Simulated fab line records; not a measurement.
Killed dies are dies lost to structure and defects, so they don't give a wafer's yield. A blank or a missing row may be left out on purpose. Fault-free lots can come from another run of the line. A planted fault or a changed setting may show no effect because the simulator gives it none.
One fault seen from 2 desks + flow n5 finfet + each desk has only its own numbers; what lay behind them comes last

THE TOOL OWNER'S DESK: ald sin-01
The tool's own readings at N5_FIN_SAQP_SPACER1_ALD_24 (deposits SiO2, target thk 20.3 nm, pulse time 1 s, purge time 2 s): means of the sampled wafers that have a number, for each lot that ran on this tool. If a lot's mean is further than 4 standard deviations from the usual mean, the lot is out of limits and carries the mark OUT (the distance appears in the brackets).
Columns: A = heater power w at N5_FIN_SAQP_SPACER1_ALD_24, usual 460 W; B = precursor pulse height rel at N5_FIN_SAQP_SPACER1_ALD_24, usual 0.998
| lot  | first seen here | A   | B     |
|------|-----------------|-----|-------|
| L166 | day 3 12:53     | 432 | 0.988 |
| L167 | day 3 18:28     | 425 | 1.000 |
| L171 | day 4 18:19     | 436 | 1.003 |
| L175 | day 5 17:25     | 417 | 0.989 |
This desk's verdict: no lot among the 4 shows anything out of limits.

THE METROLOGY DESK
What the gauges read, lot by lot, whatever tool the lot ran on: means of the sampled wafers that have a number. If a lot's mean is further than 4 standard deviations from the usual mean, the lot is out of limits and carries the mark OUT (the distance appears in the brackets). Of its 11 readings 7 are shown: the one that was out of limits first, and those that lie furthest out on some lot.
Columns: A = cd nm at N5_FIN_SAQP_CD_MEAS_27, usual 20.30 nm; B = DIBL_N at N5_BEOL_M4_RC_MEAS_101, usual 35.9 mV/V; C = DIBL_P at N5_BEOL_M4_RC_MEAS_101, usual 35.8 mV/V; D = IOFF_N at N5_BEOL_M4_RC_MEAS_101, usual 0.15 nA/um; E = IOFF_P at N5_BEOL_M4_RC_MEAS_101, usual 0.21 nA/um; F = ION_P at N5_BEOL_M4_RC_MEAS_101, usual 462 uA/um; G = VT_P at N5_BEOL_M4_RC_MEAS_101, usual -250 mV
| lot  | first seen here | A                | B    | C    | D    | E    | F   | G    |
|------|-----------------|------------------|------|------|------|------|-----|------|
| L160 | day 2 02:16     | 20.22            | 36.7 | 36.3 | 0.14 | 0.20 | 458 | -251 |
| L166 | day 3 13:49     | 20.42            | 36.9 | 37.1 | 0.17 | 0.22 | 464 | -250 |
| L167 | day 3 19:22     | 20.35            | 35.1 | 35.4 | 0.15 | 0.20 | 459 | -251 |
| L171 | day 4 19:17     | 20.16            | 38.0 | 37.0 | 0.19 | 0.25 | 474 | -245 |
| L173 | day 5 07:12     | 20.19            | 35.5 | 36.5 | 0.15 | 0.22 | 465 | -246 |
| L175 | day 5 18:20     | 18.45 (-8.0) OUT | 37.7 | 39.2 | 0.21 | 0.26 | 468 | -245 |
| L176 | day 6 01:23     | 20.52            | 35.2 | 35.6 | 0.14 | 0.20 | 465 | -250 |
| L177 | day 6 06:04     | 20.25            | 38.2 | 37.5 | 0.18 | 0.25 | 470 | -249 |
| L183 | day 7 18:51     | 20.43            | 36.1 | 35.0 | 0.15 | 0.22 | 474 | -248 |
This desk finds L175 out of limits, L175 being first, at day 5 18:20 (cd nm at N5_FIN_SAQP_CD_MEAS_27). Within limits: L160, L166, L167, L171, L173, L176, L177, L183.

ALL TOGETHER
At day 5 18:20 the metrology desk could have sounded an alarm, on L175.
The desk of the tool owner found nothing out of limits.
On record at the tool owner's desk: L175, within its limits.
On ald sin-01, each named lot ran N5_FIN_SAQP_SPACER1_ALD_24.

WHAT HAD BEEN PUT IN BY THE SIMULATOR
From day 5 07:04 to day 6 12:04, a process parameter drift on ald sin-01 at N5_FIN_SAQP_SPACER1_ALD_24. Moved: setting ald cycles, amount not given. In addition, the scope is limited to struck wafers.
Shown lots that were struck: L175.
Time in hours between the start of the fault and the first out-of-limits reading at each desk: metrology desk, 11.
